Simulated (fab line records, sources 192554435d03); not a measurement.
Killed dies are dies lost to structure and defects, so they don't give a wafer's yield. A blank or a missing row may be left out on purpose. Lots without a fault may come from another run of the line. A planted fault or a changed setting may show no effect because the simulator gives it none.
A struck lot beside a sound one | flow n5_finfet | 15 steps out of a route of 1938
Sound: wafers L472.1, L472.3, L472.4. Struck: wafer L478.1. (L478.2 of the same lot was not struck and is left out.) The cause comes at the end.
At each step with rows: each side's tool, then ch and its chambers, then its first start. Under that, the readings that differ: sound wafers | struck wafers | difference of the means | sigmas: that difference in standard deviations of wafers without a fault.
alike: readings whose means differ by less than 2 such deviations, and words and numbers that are the same on both sides. not compared: withheld readings, readings that some wafer has no value for, bounds like >300 that may hide the same value, and numbers for which the record gives no deviation and whose values overlap.
The two part at a step that has a row with sigmas, a row that says differs or no value, or rows on one side only. Numbers that don't overlap but have no deviation are shown without sigmas and don't part them. A reading that every wafer of one side lacks parts them only if that side has two wafers or more.

first, 7 steps without rows for these wafers: N5_BEOL_M11_COAT_60 (time 60 s, resist thk 30 nm); N5_BEOL_M11_COAT_05 (resist thk 90 nm); N5_BEOL_M11_EBR_07; N5_BEOL_M11_SOFTBAKE_06 (time 60 s); N5_BEOL_M11_EXPOSE_08 (exposes mask M11); N5_BEOL_M11_PEB_09 (peb time 60 s); N5_BEOL_M11_DEVELOP_10 (develop time 30 s).
N5_BEOL_M11_CD_MEAS_11: target cd 64.1 nm.
  sound on cd_sem-03 ch 0, day 15 02:41; struck on cd_sem-02 ch 0, day 16 16:11
  alike: cd_nm
N5_BEOL_M11_OVL_MEAS_12:
  sound on overlay-01 ch 0, day 15 02:43; struck on overlay-01 ch 0, day 16 16:14
  alike: M11_OVL
N5_BEOL_M11_INSPECT_13: inspects for defects (brightfield).
  sound on defect_inspect-02, day 15 02:44; struck on defect_inspect-01, day 16 16:15
  alike: raw_defect_count
N5_BEOL_M11_DESCUM_16: chemistry O2, time 7.9 s.
  sound on rie_diel-02 ch 0,1,3, day 15 02:47; struck on rie_diel-02 ch 3, day 16 16:30
  reading                | sound      | struck | difference | sigmas
  rf_hours_counter_h (h) | 217 172 29 | 228    | +89        |
  alike: chamber_pressure_mTorr, drypump_motor_current_A, oes_product_au, rf_vpp_V, showerhead_plenum_p_Torr, throttle_valve_pct
N5_BEOL_M11_ETCH_61: etches SiARC in CF4, target depth 39 nm, time 65 s.
  sound on rie_diel-02 ch 0,1,3, day 15 02:49; struck on rie_diel-02 ch 3, day 16 16:32
  reading                | sound      | struck | difference | sigmas
  rf_hours_counter_h (h) | 217 172 29 | 228    | +89        |
  alike: chamber_pressure_mTorr, drypump_motor_current_A, etch_rf_on_time_s, oes_product_au, rf_vpp_V, showerhead_plenum_p_Torr, throttle_valve_pct
N5_BEOL_M11_ETCH_62: etches SOC in N2/H2, target depth 110 nm, overetch 22 nm, time 165 s.
  sound on rie_diel-02 ch 0,1,3, day 15 02:52; struck on rie_diel-02 ch 3, day 16 16:35
  reading                                     | sound                | struck | difference | sigmas
  chamber_pressure_mTorr (mTorr)              | 30.013 29.919 29.978 | 30.039 | +0.069     | +3
  rf_hours_counter_h (h)                      | 217 172 29           | 228    | +89        |
  model.SiARC_of_BEOL_M11_COAT_60.thk_nm (nm) | 23.8 23.6 23.6       | 24.6   | +0.9       |
  alike: drypump_motor_current_A, n2_flow_sccm, oes_product_au, rf_vpp_V, showerhead_plenum_p_Torr, throttle_valve_pct
then, 1 step without rows for these wafers: N5_BEOL_M11_STRIP_68 (strips in N2/H2).
N5_PASSIVATION_PROBE_49:
  the record has rows for the sound wafers here (prober-02, day 17 08:15) and none for the struck ones

WHERE THEY PART
First at N5_BEOL_M11_ETCH_62; last, within this record, at N5_PASSIVATION_PROBE_49.

WHY: what the simulator had put in
Process parameter drift: rie_diel-02, from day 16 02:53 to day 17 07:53, at N5_BEOL_M11_ETCH_62. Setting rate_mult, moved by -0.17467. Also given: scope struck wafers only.
